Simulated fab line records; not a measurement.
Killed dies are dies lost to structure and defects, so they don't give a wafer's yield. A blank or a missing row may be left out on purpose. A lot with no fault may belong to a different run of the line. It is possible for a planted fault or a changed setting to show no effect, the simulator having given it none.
Matching of chambers / flow n5-finfet / 4 sister chambers for N5_BEOL_M7_ETCH_65 on rie-diel-04
The step etches SiARC in CF4, target depth 15.6 nm, time 26 s. 14 wafers are shown with their chamber, then 7 later ones without.

== WAFERS, EACH WITH ITS CHAMBER ==
wafer=L646.3; chamber=3; drypump-motor-current-A (A)=5.4; showerhead-plenum-p-Torr (Torr)=2.18; etch-rf-on-time-s (s)=24.9
wafer=L646.4; chamber=1; drypump-motor-current-A (A)=5.8; showerhead-plenum-p-Torr (Torr)=2.11; etch-rf-on-time-s (s)=26.4
wafer=L646.6; chamber=3; drypump-motor-current-A (A)=5.4; showerhead-plenum-p-Torr (Torr)=2.18; etch-rf-on-time-s (s)=24.9
wafer=L648.2; chamber=3; drypump-motor-current-A (A)=5.4; showerhead-plenum-p-Torr (Torr)=2.18; etch-rf-on-time-s (s)=24.4
wafer=L648.3; chamber=2; drypump-motor-current-A (A)=5.4; showerhead-plenum-p-Torr (Torr)=2.25; etch-rf-on-time-s (s)=25.5
wafer=L648.5; chamber=3; drypump-motor-current-A (A)=5.4; showerhead-plenum-p-Torr (Torr)=2.18; etch-rf-on-time-s (s)=24.5
wafer=L650.1; chamber=3; drypump-motor-current-A (A)=5.4; showerhead-plenum-p-Torr (Torr)=2.17; etch-rf-on-time-s (s)=24.6
wafer=L650.2; chamber=2; drypump-motor-current-A (A)=5.4; showerhead-plenum-p-Torr (Torr)=2.25; etch-rf-on-time-s (s)=25.7
wafer=L650.4; chamber=3; drypump-motor-current-A (A)=5.4; showerhead-plenum-p-Torr (Torr)=2.17; etch-rf-on-time-s (s)=24.6
wafer=L651.1; chamber=2; drypump-motor-current-A (A)=5.3; showerhead-plenum-p-Torr (Torr)=2.25; etch-rf-on-time-s (s)=25.9
wafer=L651.2; chamber=0; drypump-motor-current-A (A)=6.3; showerhead-plenum-p-Torr (Torr)=2.27; etch-rf-on-time-s (s)=25.2
wafer=L651.6; chamber=2; drypump-motor-current-A (A)=5.4; showerhead-plenum-p-Torr (Torr)=2.25; etch-rf-on-time-s (s)=25.7
wafer=L655.2; chamber=1; drypump-motor-current-A (A)=5.8; showerhead-plenum-p-Torr (Torr)=2.11; etch-rf-on-time-s (s)=25.8
wafer=L655.3; chamber=2; drypump-motor-current-A (A)=5.4; showerhead-plenum-p-Torr (Torr)=2.24; etch-rf-on-time-s (s)=25.8

SIGNATURES, as means of the wafers listed above
reading=drypump-motor-current-A; chamber 0=6.300; chamber 1=5.800; chamber 2=5.380; chamber 3=5.400; scatter within a chamber=0.0283
reading=showerhead-plenum-p-Torr; chamber 0=2.2700; chamber 1=2.1100; chamber 2=2.2480; chamber 3=2.1767; scatter within a chamber=0.00462
reading=etch-rf-on-time-s; chamber 0=25.200; chamber 1=26.100; chamber 2=25.720; chamber 3=24.650; scatter within a chamber=0.22
Rule: for each reading, subtract the chamber's mean from the wafer's reading, divide by that reading's scatter and square the result; add these up over the readings and take the root, which gives the wafer's distance from the chamber. The wafer belongs to the nearest chamber; if the next one is less than 2 further off, it can't be placed. The scatter: take each reading less its chamber's mean, square it, sum over the shown wafers, divide by the number of wafers less the number of chambers, and take the root.

== WAFERS WHOSE CHAMBER IS MISSING ==
wafer=L655.5; drypump-motor-current-A (A)=6.3; showerhead-plenum-p-Torr (Torr)=2.27; etch-rf-on-time-s (s)=25.4
wafer=L658.3; drypump-motor-current-A (A)=5.4; showerhead-plenum-p-Torr (Torr)=2.24; etch-rf-on-time-s (s)=25.9
wafer=L658.5; drypump-motor-current-A (A)=5.4; showerhead-plenum-p-Torr (Torr)=2.24; etch-rf-on-time-s (s)=25.9
wafer=L658.6; drypump-motor-current-A (A)=5.8; showerhead-plenum-p-Torr (Torr)=2.11; etch-rf-on-time-s (s)=25.9
wafer=L661.1; drypump-motor-current-A (A)=5.8; showerhead-plenum-p-Torr (Torr)=2.11; etch-rf-on-time-s (s)=25.4
wafer=L661.2; drypump-motor-current-A (A)=6.3; showerhead-plenum-p-Torr (Torr)=2.26; etch-rf-on-time-s (s)=25.2
wafer=L661.5; drypump-motor-current-A (A)=5.4; showerhead-plenum-p-Torr (Torr)=2.24; etch-rf-on-time-s (s)=25.6

== CHAMBER TAKEN BY EACH ==
wafer=L655.5; from the rows above=0; in truth=0
wafer=L658.3; from the rows above=2; in truth=2
wafer=L658.5; from the rows above=2; in truth=2
wafer=L658.6; from the rows above=1; in truth=1
wafer=L661.1; from the rows above=1; in truth=1
wafer=L661.2; from the rows above=0; in truth=0
wafer=L661.5; from the rows above=2; in truth=2
Correctly placed: 7 of 7. Not placeable from these rows: 0. Wrongly placed: 0.
